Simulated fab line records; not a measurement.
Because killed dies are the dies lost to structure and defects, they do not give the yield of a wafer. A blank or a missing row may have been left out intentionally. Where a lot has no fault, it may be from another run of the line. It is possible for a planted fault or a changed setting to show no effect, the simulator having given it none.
What tool caused it? ; flow n5_finfet ; Sampling: 9 lots, 27 wafers, 5 of 1938 route steps

== WHAT THE GAUGES SHOWED, per wafer ==
N5_SD_EPI_N_INSPECT_11: inspects for defects (macro). Usual: raw_defect_count reads 2.0 (standard deviation 1.2).
lot;measured;on;raw_defect_count;flag
L144;day 3 05:59;defect_inspect-01;1 3 1;
L146;day 3 13:58;defect_inspect-01;4 2 1;
L148;day 4 02:04;defect_inspect-02;4 2 2;
L149;day 4 07:53;defect_inspect-02;4 1 4;
L150;day 4 13:37;defect_inspect-02;0 2 3;
L152;day 5 01:57;defect_inspect-01;0 1 3;
L158;day 6 17:18;defect_inspect-02;0 0 1;
L162;day 7 17:46;defect_inspect-02;3 4 3;
L163;day 7 21:03;defect_inspect-02;3 2 1;

N5_SD_EPI_N_EPI_MEAS_23. Usual: thk_nm reads 59.2 nm (standard deviation 1.2).
lot;measured;on;thk_nm (nm);flag
L144;day 3 09:46;film_metro-02;59.3 61.1 60.2;
L146;day 3 17:38;film_metro-02;60.9 58.4 58.2;
L148;day 4 05:29;film_metro-02;59.0 58.5 59.4;
L149;day 4 12:21;film_metro-01;59.7 58.8 59.9;
L150;day 4 17:04;film_metro-01;58.8 59.5 59.7;
L152;day 5 05:24;film_metro-02;57.9 58.3 58.5;
L158;day 6 20:44;film_metro-02;60.2 60.5 58.4;
L162;day 7 21:19;film_metro-02;59.0 59.3 58.3;
L163;day 8 01:16;film_metro-02;56.3 61.5 59.5;

N5_BEOL_M4_RC_MEAS_101. Usual: DIBL_N 36.3 mV/V, standard deviation 1.4; DIBL_P 36.2 mV/V, standard deviation 1.5; IOFF_N 0.160 nA/um, standard deviation 0.021; IOFF_P 0.211 nA/um, standard deviation 0.027; ION_N 676 uA/um, standard deviation 7.7; ION_P 463 uA/um, standard deviation 5.5; SS_N 71.4 mV/dec, standard deviation 0.57; SS_P 73.3 mV/dec, standard deviation 0.58; VT_N 249.3 mV, standard deviation 2.5; VT_P -250.1 mV, standard deviation 2.6.
lot;measured;on;DIBL_N (mV/V);DIBL_P (mV/V);IOFF_N (nA/um);IOFF_P (nA/um);ION_N (uA/um);ION_P (uA/um);SS_N (mV/dec);SS_P (mV/dec);VT_N (mV);VT_P (mV);flag
L144;day 7 19:00;prober-01;34.3 35.3 36.3;34.3 34.4 35.6;0.147 0.144 0.168;0.183 0.182 0.192;673 667 679;460 455 460;71.0 71.3 72.2;73.4 73.5 73.1;249.2 251.0 247.8;-253.5 -253.1 -251.2;
L146;day 8 18:29;prober-01;34.7 35.4 35.9;35.4 35.5 36.0;0.147 0.154 0.162;0.193 0.193 0.212;674 673 676;461 457 463;70.8 71.6 71.6;72.1 73.2 72.9;249.7 250.8 249.0;-250.8 -250.3 -249.7;
L148;day 8 21:04;prober-02;37.4 35.2 37.5;38.7 35.6 38.4;0.190 0.150 0.201;0.217 0.176 0.208;691 671 688;466 457 466;71.3 70.5 71.4;72.6 72.5 72.7;247.0 248.2 245.2;-251.9 -253.0 -251.5;
L149;day 9 00:44;prober-02;34.6 36.3 37.5;34.4 36.7 37.7;0.129 0.158 0.168;0.152 0.173 0.185;674 669 671;452 454 449;71.2 71.3 72.1;73.3 74.3 74.0;254.6 249.1 251.6;-257.9 -257.4 -253.5;
L150;day 9 13:05;prober-01;38.6 38.2 37.8;37.1 37.4 35.5;0.156 0.152 0.137;0.234 0.229 0.201;668 673 674;467 469 461;71.9 71.0 71.8;73.6 73.6 73.1;252.9 249.7 253.1;-250.9 -249.4 -250.7;
L152;day 10 01:46;prober-01;35.9 35.3 35.4;37.6 36.3 35.6;0.178 0.157 0.154;0.229 0.213 0.201;687 672 679;463 461 461;71.1 70.7 70.4;73.7 73.3 73.0;248.4 251.2 248.0;-251.9 -250.3 -248.6;
L158;day 11 09:58;prober-01;36.1 36.5 36.4;35.9 35.2 35.9;0.178 0.171 0.180;0.230 0.227 0.238;679 679 681;475 467 464;72.0 71.3 71.5;74.0 73.6 73.9;245.3 245.6 246.9;-247.7 -244.7 -247.4;
L162;day 12 19:37;prober-02;35.0 35.2 38.0;34.3 34.6 37.7;0.146 0.144 0.191;0.194 0.202 0.251;679 667 679;467 462 467;70.6 70.2 70.8;72.6 72.6 73.4;249.2 249.8 243.9;-249.9 -249.2 -248.9;
L163;day 12 12:07;prober-02;35.1 35.0 34.2;33.6 34.5 33.2;0.140 0.153 0.135;0.178 0.185 0.174;667 680 668;459 460 455;70.2 71.4 70.4;72.8 73.0 72.7;251.3 246.7 249.4;-250.3 -255.1 -253.7;

== WHICH TOOL RAN EACH LOT (tool, then ch and the chambers of the sampled wafers, then the start) ==
lot;N5_SD_EPI_P_ETCH_37;N5_SD_EPI_P_ETCHBACK_46
L144;rie_diel-03 ch 1,2,3, day 3 10:54;rie_diel-03 ch 1,2,3, day 3 11:13
L146;rie_diel-02 ch 0,1, day 3 18:46;rie_diel-02 ch 0,1, day 3 19:05
L148;rie_diel-03 ch 1,3, day 4 07:11;rie_diel-03 ch 1,3, day 4 07:31
L149;rie_diel-01 ch 1,2, day 4 13:57;rie_diel-01 ch 1,2, day 4 14:17
L150;rie_diel-02 ch 1,2, day 4 18:31;rie_diel-02 ch 1,2, day 4 18:50
L152;rie_diel-03 ch 2,3, day 5 06:40;rie_diel-03 ch 2,3, day 5 06:59
L158;rie_diel-03 ch 0,1,2, day 6 22:01;rie_diel-03 ch 0,1,2, day 6 22:20
L162;rie_diel-01 ch 0,2, day 7 22:27;rie_diel-01 ch 0,2, day 7 22:46
L163;rie_diel-02 ch 1,2, day 8 02:24;rie_diel-02 ch 1,2, day 8 02:43
- N5_SD_EPI_P_ETCH_37: etches SOC in N2/H2, overetch 108 nm, time 486 s.
- N5_SD_EPI_P_ETCHBACK_46: etches SiNx in CH3F/O2, stops on SiO2, target depth 17.5 nm.

== WHAT THE TOOLS THEMSELVES READ (means of the sampled wafers that have a number; where no wafer has one, the mark that the record gives instead) ==
N5_SD_EPI_P_ETCH_37. Usual: drypump_motor_current_A 5.8 A, standard deviation 0.52; n2_flow_sccm 199.9 sccm, standard deviation 0.59; oes_product_au 0.74 a.u., standard deviation 0.081; rf_vpp_V 241.2 V, standard deviation 1.4; showerhead_plenum_p_Torr 2.59 Torr, standard deviation 0.081; throttle_valve_pct 23.66 %, standard deviation 0.21.
lot;tool;drypump_motor_current_A (A);n2_flow_sccm (sccm);oes_product_au (a.u.);rf_vpp_V (V);showerhead_plenum_p_Torr (Torr);throttle_valve_pct (%);flag
L144;rie_diel-03;6.2;199.4;0.73;241.4;2.66;23.77;
L146;rie_diel-02;6.0;200.5;0.69;241.8;2.62;23.76;
L148;rie_diel-03;6.3;200.2;0.66;241.5;2.63;23.80;
L149;rie_diel-01;5.4;200.3;0.74;239.6;2.53;23.57;
L150;rie_diel-02;5.3;199.5;0.71;239.8;2.48;23.86;
L152;rie_diel-03;6.0;200.5;0.87;241.6;2.64;23.64;
L158;rie_diel-03;6.2;200.1;0.78;241.9;2.62;23.53;
L162;rie_diel-01;5.5;200.6;0.75;241.5;2.61;23.62;
L163;rie_diel-02;5.6;199.0;0.65;240.2;2.49;23.99;

N5_SD_EPI_P_ETCHBACK_46. Usual: drypump_motor_current_A 5.8 A, standard deviation 0.52; oes_o_777_au 0.83 a.u., standard deviation 0.092; oes_product_au 0.71 a.u., standard deviation 0.076; rf_vpp_V 298.5 V, standard deviation 2.2; showerhead_plenum_p_Torr 2.04 Torr, standard deviation 0.061; throttle_valve_pct 16.25 %, standard deviation 0.25.
lot;tool;drypump_motor_current_A (A);oes_o_777_au (a.u.);oes_product_au (a.u.);rf_vpp_V (V);showerhead_plenum_p_Torr (Torr);throttle_valve_pct (%);flag
L144;rie_diel-03;6.2;0.81;0.70;297.1;2.09;16.34;
L146;rie_diel-02;6.0;0.77;0.66;297.4;2.05;16.21;
L148;rie_diel-03;6.3;0.74;0.63;297.5;2.06;16.45;
L149;rie_diel-01;5.4;0.83;0.70;299.4;2.00;16.13;
L150;rie_diel-02;5.4;0.80;0.68;295.6;1.96;16.47;
L152;rie_diel-03;5.9;0.98;0.83;297.5;2.08;16.11;
L158;rie_diel-03;6.2;0.86;0.74;298.2;2.06;16.10;
L162;rie_diel-01;5.5;0.85;0.72;298.6;2.06;16.28;
L163;rie_diel-02;5.6;0.73;0.62;296.0;1.96;16.68;

== THE ANSWER, worked out from the rows above alone ==
Rule: lot off if the mean of its wafers having a number is beyond 3 standard deviations from the usual mean. Also off: a lot with no number at a reading for which 4 or more lots have one. Where the step has rows for the other lots, those lots are counted as sound. The gauges are gone through in route order, then the tools' own readings, and for those a lot's mean is taken as printed above. The first step at which some lot is off is used, and at that step the reading that is off furthest; a lot without a number counts as furthest.
Across all readings shown, no lot is off: no conclusion can be drawn from this.

== WHAT THE SIMULATOR HAD PUT IN ==
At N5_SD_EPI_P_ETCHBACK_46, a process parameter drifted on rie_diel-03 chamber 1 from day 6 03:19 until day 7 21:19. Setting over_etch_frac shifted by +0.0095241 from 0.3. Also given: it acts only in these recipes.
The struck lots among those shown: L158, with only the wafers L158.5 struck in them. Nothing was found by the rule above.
